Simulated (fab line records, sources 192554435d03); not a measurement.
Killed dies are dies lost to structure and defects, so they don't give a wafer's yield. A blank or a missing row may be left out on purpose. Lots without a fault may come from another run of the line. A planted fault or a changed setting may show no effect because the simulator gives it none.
A struck lot beside a sound one | flow n5_finfet | 16 steps out of a route of 1938
Sound: wafers L264.1, L264.2, L264.4. Struck: wafers L258.1, L258.3, L258.5. The cause comes at the end.
At each step with rows: each side's tool, then ch and its chambers, then its first start. Under that, the readings that differ: sound wafers | struck wafers | difference of the means | sigmas: that difference in standard deviations of wafers without a fault.
alike: readings whose means differ by less than 2 such deviations, and words and numbers that are the same on both sides. not compared: withheld readings, readings that some wafer has no value for, bounds like >300 that may hide the same value, and numbers for which the record gives no deviation and whose values overlap.
The two part at a step that has a row with sigmas, a row that says differs or no value, or rows on one side only. Numbers that don't overlap but have no deviation are shown without sigmas and don't part them. A reading that every wafer of one side lacks parts them only if that side has two wafers or more.

first, 8 steps without rows for these wafers: N5_BEOL_M5_COAT_66 (time 60 s, resist thk 12 nm); N5_BEOL_M5_COAT_74 (time 60 s, resist thk 5 nm); N5_BEOL_M5_COAT_22 (resist thk 30 nm); N5_BEOL_M5_EBR_24; N5_BEOL_M5_SOFTBAKE_23 (time 60 s); N5_BEOL_M5_EXPOSE_25 (exposes mask V4, defocus 10 nm); N5_BEOL_M5_PEB_26 (peb time 60 s); N5_BEOL_M5_DEVELOP_27 (develop time 30 s).
N5_BEOL_M5_CD_MEAS_28: target cd 30.6 nm, target cd y 20 nm.
  sound on cd_sem-02 ch 0, day 12 06:03; struck on cd_sem-03 ch 0, day 9 04:30
  alike: cd_nm
N5_BEOL_M5_OVL_MEAS_29:
  sound on overlay-02 ch 0, day 12 06:05; struck on overlay-02 ch 0, day 9 04:32
  alike: V4_OVL
N5_BEOL_M5_INSPECT_30: inspects for defects (brightfield).
  sound on defect_inspect-02, day 12 06:08; struck on defect_inspect-01, day 9 04:35
  alike: raw_defect_count
N5_BEOL_M5_DESCUM_33: chemistry O2, time 7 s.
  sound on rie_diel-04 ch 0,2,3, day 12 06:16; struck on rie_diel-01 ch 1,3, day 9 04:37
  alike: drypump_motor_current_A, oes_product_au, rf_vpp_V, showerhead_plenum_p_Torr, temp_c, throttle_valve_pct
  not compared: rf_hours_counter_h
N5_BEOL_M5_ETCH_75: etches underlayer in N2/H2, target depth 6.5 nm, time 5.2 s.
  sound on rie_diel-04 ch 0,2,3, day 12 06:18; struck on rie_diel-01 ch 1,3, day 9 04:39
  no value came back on the struck wafers for any of 10 readings (bias_w (W), chamber_pressure_mTorr (mTorr) and others); on the sound wafers bias_w (W) reads 150.7 150.0 150.0
  reading                                      | sound          | struck   | difference | sigmas
  model.CAR-EUV_of_BEOL_M5_COAT_22.thk_nm (nm) | 20.6 20.4 20.4 | 26 26 26 | +6         |
N5_BEOL_M5_ETCH_67: etches SiARC in CF4, target depth 15.6 nm, time 26 s.
  sound on rie_diel-04 ch 0,2,3, day 12 06:19; struck on rie_diel-01 ch 1,3, day 9 04:40
  reading                                      | sound          | struck         | difference | sigmas
  model.CAR-EUV_of_BEOL_M5_COAT_22.thk_nm (nm) | 11.4 11.2 11.2 | 16.8 16.8 16.8 | +5.5       |
  alike: bias_w, cf4_flow_sccm, drypump_motor_current_A, etch_rf_on_time_s, oes_product_au, rf_vpp_V, showerhead_plenum_p_Torr, throttle_valve_pct
  not compared: rf_hours_counter_h
N5_BEOL_M5_ETCH_68: etches SOC in N2/H2, target depth 80 nm, overetch 16 nm, time 120 s.
  sound on rie_diel-04 ch 0,2,3, day 12 06:21; struck on rie_diel-01 ch 1,3, day 9 04:42
  alike: bias_w, chamber_pressure_mTorr, drypump_motor_current_A, n2_flow_sccm, oes_product_au, rf_vpp_V, showerhead_plenum_p_Torr, temp_c, throttle_valve_pct
  not compared: rf_hours_counter_h
then, 1 step without rows for these wafers: N5_PASSIVATION_PROBE_49.

WHERE THEY PART
Only at N5_BEOL_M5_ETCH_75, within this record. Later steps at which nothing parts them and some readings are alike: N5_BEOL_M5_ETCH_67, N5_BEOL_M5_ETCH_68.

WHY: what the simulator had put in
Skipped step whole: rie_diel-01, from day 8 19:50 on, at N5_BEOL_M5_ETCH_75. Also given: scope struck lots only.
